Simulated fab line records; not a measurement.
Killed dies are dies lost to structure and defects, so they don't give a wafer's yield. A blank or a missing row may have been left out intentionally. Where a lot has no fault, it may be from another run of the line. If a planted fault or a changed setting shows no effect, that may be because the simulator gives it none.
Problem report in the 8D (eight disciplines) form, filled by code    flow n5_finfet    the parts of the form that need people (team, actions taken, sign-off) are left out

## 1. WHAT WENT WRONG
bias_w at N5_BEOL_M8_TRENCH_ETCH_37 reads a mean of 199.8 W on 1 wafer of 1 lot; wafers without a fault read 185.0 W with a standard deviation of 0.56. Relative to the usual mean, that is a shift of +26 standard deviations.
The step: etches SiCOH lowk in C4F6/O2, target depth 93.478 nm, time 31.2 s.
Seen first at day 12 21:17 on rie_diel-04, wafer L268.5. The record holds 30 wafers of 10 lots with a number at this step. Rule for "out" (also "out of limits"): further than 4 standard deviations from the usual mean. Any other wafer with a number is counted as sound.

## 2. WHAT IT IS AND WHAT IT IS NOT
question                     is                 is not
which readings at this step  bias_w, rf_vpp_V   drypump_motor_current_A, oes_product_au, showerhead_plenum_p_Torr, throttle_valve_pct
which lots                   L268               L261, L262, L263, L265, L270, L276, L277, L279, L280
which wafers of those lots   L268.5             L268.1, L268.6
read on which tools          rie_diel-04        rie_diel-02, rie_diel-05
when                         from day 12 21:17  up to then (17 sound wafers); but 12 sound wafers of L276, L277, L279, L280 came after

## 3. WHAT RULES OUT EACH SUSPECT
Counting: a tool at a process step up to the reading stays a suspect if it ran every lot that is out. Sound lots after the first of them don't rule it out here, since some wafers of a struck lot are sound.
- rie_diel-02 at N5_BEOL_M8_STRIP_19 (strips in O2): kept. L268, the lot that is out, went through it at day 12 19:15; up to then, the latest sound lot through it was L270 at day 12 11:34.
- rie_diel-04 at N5_BEOL_M8_ETCH_72 (etches underlayer in N2/H2, target depth 6.5 nm, time 5.2 s): kept. L268, the lot that is out, went through it at day 12 21:02; up to then, the latest sound lot through it was L270 at day 12 12:09.
- rie_diel-04 at N5_BEOL_M8_TRENCH_ETCH_37 (etches SiCOH lowk in C4F6/O2, target depth 93.478 nm, time 31.2 s): kept. L268, the lot that is out, went through it at day 12 21:17; up to then, the latest sound lot through it was L270 at day 12 12:23. On those wafers its own readings are out: bias_w, rf_vpp_V.
- Within rie_diel-04 at N5_BEOL_M8_ETCH_72, the wafers that are out were processed in chamber 3 and their sound lot-mates in chamber 2.
- Within rie_diel-04 at N5_BEOL_M8_TRENCH_ETCH_37, the wafers that are out were processed in chamber 3 and their sound lot-mates in chamber 2.
Still standing after the count: rie_diel-02 at N5_BEOL_M8_STRIP_19, rie_diel-04 at N5_BEOL_M8_ETCH_72, rie_diel-04 at N5_BEOL_M8_TRENCH_ETCH_37.

## 4. THE CAUSE (what the simulator had put in)
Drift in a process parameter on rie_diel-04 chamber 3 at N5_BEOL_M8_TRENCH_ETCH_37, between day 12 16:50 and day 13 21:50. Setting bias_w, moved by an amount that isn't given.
Counting leaves 3 suspects; this tool is one of them.

## 5. THE EFFECT CHAIN, in route order
Each row: a reading whose mean over the struck wafers that have a number lies more than 3 standard deviations from the usual. Readings are gone through only where the record gives a usual standard deviation; hours: the median, over the lots, of the time from a lot's start at the first step in this table giving one to that lot's start at this step; sigmas: the change measured in usual standard deviations.
hours  step                       reading   usual    on struck wafers  change  sigmas
0      N5_BEOL_M8_TRENCH_ETCH_37  bias_w    185.0 W  199.8             +14.8   +26
0      N5_BEOL_M8_TRENCH_ETCH_37  rf_vpp_V  667 V    724               +57     +5.9
Here are the process steps it includes:
- N5_BEOL_M8_TRENCH_ETCH_37: etches SiCOH lowk in C4F6/O2, target depth 93.478 nm, time 31.2 s.

## 6. WHAT WOULD HAVE CAUGHT IT SOONER
The fault began at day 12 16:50; the first out-of-limits reading in this record came at day 12 21:17, 4 hours later.
